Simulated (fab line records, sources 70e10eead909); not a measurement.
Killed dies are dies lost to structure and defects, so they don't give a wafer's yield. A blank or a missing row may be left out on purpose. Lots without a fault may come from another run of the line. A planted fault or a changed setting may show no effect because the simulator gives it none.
fab line records | flow nand_harc
record lots=12 wafers=36 last_day=33
route steps=1302 shown A_CHANNEL_HOLE_D1@476 A_CHANNEL_FILL_D1@494 A_ONON_D2@549 END@1302
lots that met no fault: from a run of the same line without faults
start_h: hours from the record's first day to the start of the lot's first wafer shown | wait_h: hours since the lot's step before | " the same as in the row above | L1.1+2: a row that stands for several wafers | - no value, or no start given | * or withheld: withheld | < > ~ a bound
route shown NAME@n: a module of which the file shows steps, and the number in the route of the first | usual: mean/standard deviation of fault-free wafers | same: alike in all rows | chamber/n: place in a boat | sites: the reading at each site | _std_site: their standard deviation | _edge_site: outer sites' mean less inner sites' | radius_mm: how far each site lies from the wafer's centre | mask NAME#n: copy n | behind: the tool/chamber that last shaped the wafer | hold: why the lot was held/for how many hours/how that ended | device: the transistor (n, p or np) that didn't switch | end of line: the same wafers' tests at the end of the route | a step without rows: its recipe alone | killed: dies lost to structure and defects at the first sort, not the wafer's yield | map: a wafer's dies, x killed, . not, _ none there
set.NAME: the setting as run; set.NAME@STEP: as run at that earlier step | model.NAME: the simulator's own value behind a step, which no gauge read
steps of the route over a sample of lots; a table a step, a row a wafer
services: from which hour (start_h, from the record's first day; less than 0 if before it) a tool's chamber was out of use, for how many hours, and why
## steps
# step NHARC_A_CHANNEL_HOLE_D1_ETCH_24
# recipe bias_v=5000 source_w=withheld pressure_mtorr=20 time_s=906.2 ar_flow_sccm=375 c4f8_flow_sccm=93.8 o2_flow_sccm=31.2 temp_c=-20 target_depth_a=15000 chemistry=C4F8/O2/Ar
# usual drypump_motor_current_A=6.0/0.63 oes_air_line_au=1.000/0.02 showerhead_plenum_p_Torr=3.68/0.061 throttle_valve_pct=32.235/0.0089
# same time_s=906.2
# columns lot.wafer tool chamber start_h wait_h drypump_motor_current_A oes_air_line_au rf_hours_counter_h showerhead_plenum_p_Torr throttle_valve_pct
L480.2 har_etch-02 0 201.76 0.6 6.4 1.026 290 3.76 32.241
L480.3 " 1 " " 5.0 1.045 - 3.62 32.230
L480.6 " 0 " " 6.3 1.033 - 3.77 32.238
L481.2 har_etch-01 1 208.93 0.6 6.6 1.001 109 3.72 32.250
L481.4 " 0 " " 6.2 0.985 - 3.72 32.239
L481.6 " 0 " " 6.2 0.987 - 3.71 32.245
L483.1 har_etch-02 0 218.53 0.6 6.3 1.007 301 3.76 32.248
L483.4 " 1 " " 5.0 0.977 - 3.62 32.246
L483.5 " 1 " " 5.0 1.022 - 3.62 32.217
L482.1 har_etch-01 1 222.34 0.6 6.6 1.004 117 3.71 32.224
L482.6 " 1 " " 6.6 1.043 - 3.71 32.237
L482.5 " 0 " " 6.2 0.983 - 3.71 32.228
L486.1 har_etch-02 1 257.80 1.2 5.0 1.007 323 3.61 32.241
L486.3 " 1 " " 5.0 0.996 - 3.61 32.228
L486.4 " 1 " " 5.0 1.006 - 3.61 32.233
L496.1 har_etch-01 0 349.62 0.6 6.2 0.981 193 3.67 32.212
L496.3 " 0 " " 6.2 0.995 - 3.67 32.233
L496.4 " 1 " " 6.7 0.972 - 3.67 32.240
L497.1 har_etch-01 1 361.79 0.6 6.7 0.997 201 3.66 32.244
L497.2 " 0 " " 6.1 1.024 201 3.66 32.228
L497.4 " 1 " " 6.6 1.006 - 3.66 32.232
L498.2 har_etch-01 1 367.33 0.6 6.6 1.002 205 3.66 32.248
L498.4 " 0 " " 6.1 1.009 - 3.66 32.243
L498.3 " 1 " " 6.6 0.959 - 3.66 32.226
L499.3 har_etch-01 0 392.08 0.6 6.2 0.961 - 3.66 32.232
L499.6 " 0 " " 6.2 0.996 - 3.66 32.224
L499.5 " 1 " " 6.7 1.001 - 3.66 32.238
L500.1 har_etch-01 0 395.98 0.6 6.1 1.016 220 3.65 32.240
L500.3 " 0 " " 6.1 1.027 - 3.65 32.236
L500.4 " 1 " " 6.7 0.999 - 3.66 32.245
L501.4 har_etch-01 1 400.59 0.6 6.7 1.023 - 3.65 32.220
L501.5 " 1 " " 6.7 0.984 - 3.65 32.245
L501.6 " 0 " " 6.2 0.997 - 3.65 32.238
L502.1 har_etch-02 1 420.82 0.6 5.0 1.025 14 3.92 32.222
L502.4 " 0 " " 6.3 1.026 - 3.70 32.239
L502.6 " 1 " " 5.0 1.025 - 3.92 32.232
# step NHARC_A_CHANNEL_FILL_D1_ALD_14
# recipe target_thk_a=25 pulse_time_s=10 ald_cycles=25 temp_c=300 material=SiO2
# usual heater_power_w=467/40 precursor_pulse_height_rel=1.000/0.023 susceptor_temp_C=300.06/0.19
# same ald_cycles=25
# columns lot.wafer tool chamber start_h wait_h heater_power_w precursor_pulse_height_rel susceptor_temp_C
L480.3 ald_hk-01 3 212.49 0.1 443 0.989 300.08
L480.2 " 0 " " 444 1.001 300.19
L480.6 " 2 " " 441 0.988 300.31
L481.2 ald_hk-04 1 220.98 1.1 556 1.013 300.30
L481.4 " 3 " " 418 0.980 299.97
L481.6 " 1 " " 552 0.968 300.05
L483.1 ald_hk-03 0 229.26 0.0 473 0.985 300.18
L483.4 " 1 " " 484 1.011 300.03
L483.5 " 1 " " 479 1.028 300.15
L482.1 ald_hk-04 3 233.16 0.1 414 1.015 300.25
L482.5 " 1 " " 560 0.994 300.17
L482.6 " 2 " " 463 0.984 299.97
L486.3 ald_hk-01 3 270.67 0.0 449 0.958 300.32
L486.1 " 0 " " 443 1.025 299.92
L486.4 " 2 " " 448 0.968 299.90
L496.3 ald_hk-01 1 361.05 0.1 439 0.984 299.91
L496.4 " 2 " " 461 0.988 299.80
L496.1 " 3 " " 435 1.001 299.92
L497.4 ald_hk-01 3 372.95 0.4 454 1.004 300.33
L497.1 " 1 " " 452 0.996 300.13
L497.2 " 2 " " 467 1.005 300.13
L498.3 ald_hk-04 0 379.49 0.0 484 0.990 300.24
L498.2 " 1 " " 553 0.998 299.99
L498.4 " 3 " " 423 1.018 300.02
L499.3 ald_hk-04 3 402.63 0.1 403 1.024 300.24
L499.6 " 1 " " 558 1.012 299.79
L499.5 " 2 " " 445 1.008 300.37
L500.1 ald_hk-03 1 407.26 0.0 471 0.988 299.92
L500.3 " 2 " " 461 0.979 300.33
L500.4 " 0 " " 480 1.041 300.35
L501.4 ald_hk-04 1 411.46 0.2 550 1.021 299.96
L501.5 " 2 " " 449 1.044 299.78
L501.6 " 3 " " 413 1.023 300.23
L502.4 ald_hk-03 2 431.57 0.0 455 0.999 299.76
L502.1 " 3 " " 504 1.006 299.98
L502.6 " 2 " " 459 0.984 299.65
# step NHARC_A_CHANNEL_FILL_D1_STRIP_28
# recipe time_s=20 o2_flow_sccm=500 ar_flow_sccm=0 bias_w=0 chemistry=O2
# usual drypump_motor_current_A=5.7/0.52 oes_product_au=1.001/0.0079 rf_vpp_V=57.9/0.91 showerhead_plenum_p_Torr=3.59/0.14 throttle_valve_pct=17.036/0.0092
# same time_s=20
# columns lot.wafer tool chamber start_h wait_h drypump_motor_current_A oes_product_au rf_hours_counter_h rf_vpp_V showerhead_plenum_p_Torr throttle_valve_pct
L480.3 rie_diel-11 0 229.89 0.1 5.4 1.010 8 58.6 3.70 17.036
L480.2 " 1 " " 4.9 1.003 7 58.2 3.51 17.043
L480.6 " 0 " " 5.3 1.001 - 58.2 3.70 17.024
L481.4 rie_diel-04 0 241.59 0.1 5.6 0.997 2 56.7 3.45 17.026
L481.2 " 2 " " 5.7 1.004 3 58.5 3.42 17.020
L481.6 " 0 " " 5.6 0.995 - 59.4 3.45 17.027
L483.4 rie_diel-01 1 246.57 0.1 5.9 0.989 2 57.8 3.75 17.037
L483.1 " 2 " " 5.3 0.993 2 58.1 3.75 17.028
L483.5 " 1 " " 5.9 0.993 - 57.7 3.75 17.038
L482.1 rie_diel-04 2 250.37 0.1 5.7 1.010 3 58.4 3.42 17.023
L482.5 " 3 " " 5.4 1.003 - 58.3 3.61 17.023
L482.6 " 0 " " 5.6 1.005 - 57.8 3.45 17.039
L486.1 rie_diel-11 2 289.59 0.1 6.5 1.003 2 58.5 3.64 17.029
L486.3 " 3 " " 6.4 1.007 2 57.5 3.36 17.033
L486.4 " 3 " " 6.3 1.007 - 58.3 3.36 17.043
L496.4 rie_diel-11 2 380.83 0.1 6.5 0.991 8 56.8 3.63 17.038
L496.3 " 0 " " 5.3 1.003 8 59.0 3.70 17.029
L496.1 " 1 " " 4.9 1.003 6 58.1 3.51 17.049
L497.2 rie_diel-04 2 391.09 0.1 5.7 1.003 2 57.3 3.41 17.047
L497.1 " 3 " " 5.4 1.009 2 59.4 3.60 17.034
L497.4 " 0 " " 5.6 1.006 2 57.2 3.45 17.036
L498.3 rie_diel-11 1 397.83 0.1 4.9 1.010 7 57.8 3.51 17.027
L498.4 " 2 " " 6.5 0.992 9 57.5 3.63 17.022
L498.2 " 3 " " 6.4 1.013 10 57.4 3.36 17.044
L499.3 rie_diel-04 1 419.91 0.1 5.9 1.001 3 57.4 3.76 17.045
L499.6 " 3 " " 5.4 1.011 - 57.1 3.60 17.038
L499.5 " 0 " " 5.6 1.001 - 57.6 3.45 17.034
L500.3 rie_diel-11 3 424.72 0.1 6.4 1.001 11 56.5 3.36 17.029
L500.1 " 1 " " 4.9 1.010 8 56.2 3.51 17.049
L500.4 " 1 " " 4.9 1.003 - 57.9 3.51 17.040
L501.4 rie_diel-11 0 428.60 0.1 5.3 1.006 10 57.3 3.70 17.033
L501.6 " 3 " " 6.4 1.015 - 58.1 3.36 17.014
L501.5 " 0 " " 5.3 1.004 - 57.5 3.70 17.041
L502.1 rie_diel-01 2 449.09 0.1 5.3 1.003 2 58.4 3.75 17.039
L502.4 " 3 " " 5.5 1.015 2 58.9 3.72 17.053
L502.6 " 2 " " 5.3 1.000 - 57.6 3.75 17.046
# step NHARC_A_ONON_D2_DEP_06
# recipe target_thk_a=10000 n2_flow_sccm=2750 n2o_flow_sccm=2000 nh3_flow_sccm=500 sih4_flow_sccm=210 temp_c=400
# usual n2_flow_sccm=2750/7.5 n2o_flow_sccm=1999/5.6 nh3_flow_sccm=499.9/1.4 susceptor_temp_C=400.01/0.21
# columns lot.wafer tool chamber start_h wait_h n2_flow_sccm n2o_flow_sccm nh3_flow_sccm susceptor_temp_C
L480.2 pecvd_onon-04 0 289.05 0.1 2746 2005 499.1 400.00
L480.3 " 0 " " 2755 1999 498.6 400.28
L480.6 " 0 " " 2760 1993 498.7 400.10
L483.1 pecvd_onon-04 0 303.92 0.1 2756 2002 498.8 399.51
L483.4 " 0 " " 2758 2003 501.7 399.77
L483.5 " 0 " " 2755 2008 502.5 399.88
L481.2 pecvd_onon-03 0 303.97 0.1 2748 2000 499.6 400.23
L481.4 " 0 " " 2755 2006 501.9 399.99
L481.6 " 0 " " 2762 1996 501.9 400.32
L482.1 pecvd_onon-01 0 311.16 0.1 2745 1994 501.0 400.11
L482.5 " 0 " " 2729 1996 499.4 400.07
L482.6 " 0 " " 2744 1993 500.6 399.90
L486.1 pecvd_onon-04 0 350.47 0.1 2745 2004 500.7 400.04
L486.3 " 0 " " 2753 1999 500.0 400.15
L486.4 " 0 " " 2751 1992 503.3 399.88
L497.1 pecvd_onon-03 0 450.36 0.1 2740 2005 501.3 400.12
L497.2 " 0 " " 2744 1999 499.3 399.90
L497.4 " 0 " " 2755 1998 502.5 400.00
L496.1 pecvd_onon-04 0 451.68 0.1 2749 2002 498.6 400.05
L496.3 " 0 " " 2750 1986 498.5 400.20
L496.4 " 0 " " 2749 2000 499.9 400.22
L498.2 pecvd_onon-04 - 457.21 0.1 - - - -
L498.3 " - " " - - - -
L498.4 " - " " - - - -
L499.3 pecvd_onon-03 - 477.35 0.2 - - - -
L499.5 " - " " - - - -
L499.6 " - " " - - - -
L500.1 pecvd_onon-01 0 489.34 0.1 2752 1998 500.9 400.05
L500.3 " 0 " " 2755 2003 500.8 400.15
L500.4 " 0 " " 2754 1988 498.9 400.19
L501.4 pecvd_onon-03 0 489.53 0.2 2763 2006 501.1 399.73
L501.5 " 0 " " 2748 1997 499.8 399.79
L501.6 " 0 " " 2750 2005 500.6 399.76
L502.1 pecvd_onon-04 0 510.22 0.1 2747 2003 500.8 399.72
L502.4 " 0 " " 2750 2003 498.2 400.03
L502.6 " 0 " " 2736 1994 499.4 399.69
# step NHARC_END_SORT_01
# recipe temp_c=25
# usual killed_at_array=54/16 killed_at_other=0.6/0.86 killed_at_periphery=3.8/2.6 killed_dies=58/16 killed_open=3.3/1.8 killed_short=2.7/1.7
# same gross_dies=677
# columns lot.wafer tool chamber start_h wait_h killed_at_array killed_at_other killed_at_periphery killed_dies killed_open killed_short
L498.2 prober-01 0 741.93 2.8 673 0 4 677 6 3
L498.3 prober-01 0 742.74 3.1 673 0 4 677 2 5
L498.4 prober-01 0 743.54 3.4 671 1 5 677 4 0
L499.3 prober-02 0 774.81 3.1 670 2 5 677 2 1
L499.5 prober-02 0 776.43 3.7 674 0 3 677 4 1
L499.6 prober-02 0 777.23 4.0 673 1 3 677 5 3
# killed by level:class
L498.2 A_ONON_D2:area_dep=610 A_SLIT:chamber_film_flake=20 A_CHANNEL_HOLE_D2:chamber_film_flake=19 A_CONTACT:chamber_film_flake=7 A_CHANNEL_HOLE_D1:chamber_film_flake=5 P_CONTACT:chamber_film_flake=4 A_ONON_D1:geometric_particle:open=2 A_WL_FILL:chamber_film_flake=2
L498.3 A_ONON_D2:area_dep=620 A_SLIT:chamber_film_flake=15 A_CHANNEL_HOLE_D2:chamber_film_flake=13 A_CONTACT:chamber_film_flake=9 P_CONTACT:chamber_film_flake=3 A_CHANNEL_HOLE_D1:chamber_film_flake=3 A_WL_FILL:chamber_film_flake=3 A_CONTACT:geometric_particle:short=2
L498.4 A_ONON_D2:area_dep=618 A_SLIT:chamber_film_flake=15 A_CHANNEL_HOLE_D2:chamber_film_flake=13 A_CHANNEL_HOLE_D1:chamber_film_flake=10 A_CONTACT:chamber_film_flake=6 P_CONTACT:chamber_film_flake=3 A_WL_FILL:chamber_film_flake=2 A_ONON_D1:geometric_particle:open=1
L499.3 A_ONON_D2:area_dep=617 A_CHANNEL_HOLE_D2:chamber_film_flake=19 A_SLIT:chamber_film_flake=15 A_CHANNEL_HOLE_D1:chamber_film_flake=10 P_CONTACT:chamber_film_flake=3 A_CONTACT:chamber_film_flake=3 THIN_TSV:chamber_film_flake=2 A_CHANNEL_FILL_D1:geometric_particle:open=1
L499.5 A_ONON_D2:area_dep=620 A_CHANNEL_HOLE_D2:chamber_film_flake=17 A_SLIT:chamber_film_flake=14 A_CHANNEL_HOLE_D1:chamber_film_flake=6 A_CONTACT:chamber_film_flake=4 A_STAIRCASE:chamber_film_flake=3 A_CHANNEL_FILL_D2:chamber_film_flake=2 A_CHANNEL_FILL_D1:chamber_film_flake=2
L499.6 A_ONON_D2:area_dep=611 A_SLIT:chamber_film_flake=22 A_CHANNEL_HOLE_D2:chamber_film_flake=14 A_CONTACT:chamber_film_flake=8 A_CHANNEL_HOLE_D1:chamber_film_flake=5 A_STAIRCASE:chamber_film_flake=3 A_ONON_D2:geometric_particle:short=2 P_GATE:chamber_film_flake=2
## services
# columns tool chamber start_h hours kind
rie_diel-04 - 177.90 9.0 pm
har_etch-02 - 222.22 0.6 repair
pecvd_onon-03 - 227.20 13.0 pm
rie_diel-11 - 255.56 9.0 pm
rie_diel-04 - 279.04 0.5 repair
ald_hk-04 - 282.96 20.5 repair
rie_diel-11 1 283.59 54.3 repair
rie_diel-04 2 293.35 1.4 repair
ald_hk-01 - 302.35 10.0 pm
rie_diel-04 2 309.20 31.1 repair
har_etch-02 - 309.72 2.8 repair
pecvd_onon-04 - 311.08 13.0 pm
rie_diel-11 0 325.11 5.3 repair
ald_hk-04 - 325.21 0.5 repair
rie_diel-04 3 327.38 4.0 repair
rie_diel-11 - 335.84 0.3 repair
rie_diel-04 - 354.90 9.0 pm
har_etch-02 - 384.03 17.0 pm
pecvd_onon-03 - 408.20 13.0 pm
rie_diel-11 0 424.46 1.5 repair
ald_hk-04 - 425.84 0.6 repair
rie_diel-11 - 432.56 9.0 pm
rie_diel-11 - 458.83 0.9 repair
pecvd_onon-04 - 492.08 13.0 pm
## key
first_sign step=NHARC_A_ONON_D2_DEP_06 reading=tool_record direction=missing
effect step=NHARC_END_SORT_01 reading=killed_at_array direction=up sigmas=39 usual=54 struck=672
more_kills_born_at NHARC_A_ONON_D2_DEP_06@pecvd_onon-04=1848 NHARC_A_ONON_D2_DEP_06@pecvd_onon-03=1848
met_at NHARC_A_ONON_D2_DEP_06
struck_lots L498,L499
later_rows_left_out L498.2,L498.3,L498.4,L499.3,L499.5,L499.6
tester_left_out L498,L499
not_acting_at NHARC_A_CHANNEL_HOLE_D1_ETCH_24,NHARC_A_CHANNEL_FILL_D1_ALD_14,NHARC_A_CHANNEL_FILL_D1_STRIP_28
onset_between 451.68 457.21
fault kind=skipped_step_whole tool=pecvd_onon-03,pecvd_onon-04 chamber=- onset_h=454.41 steps=NHARC_A_ONON_D2_DEP_06 scope=struck_lots_only
# tester_left_out: of these lots the tester's yield and bins aren't shown, on N5 and GAA mostly nor the transistor test; their killed dies are dies lost to structure and defects alone, not to doping, threshold or leakage, so they don't give the yield
# later_rows_left_out: the simulator's readings of these wafers behind a module that went badly wrong aren't trusted and aren't shown, but for the sort
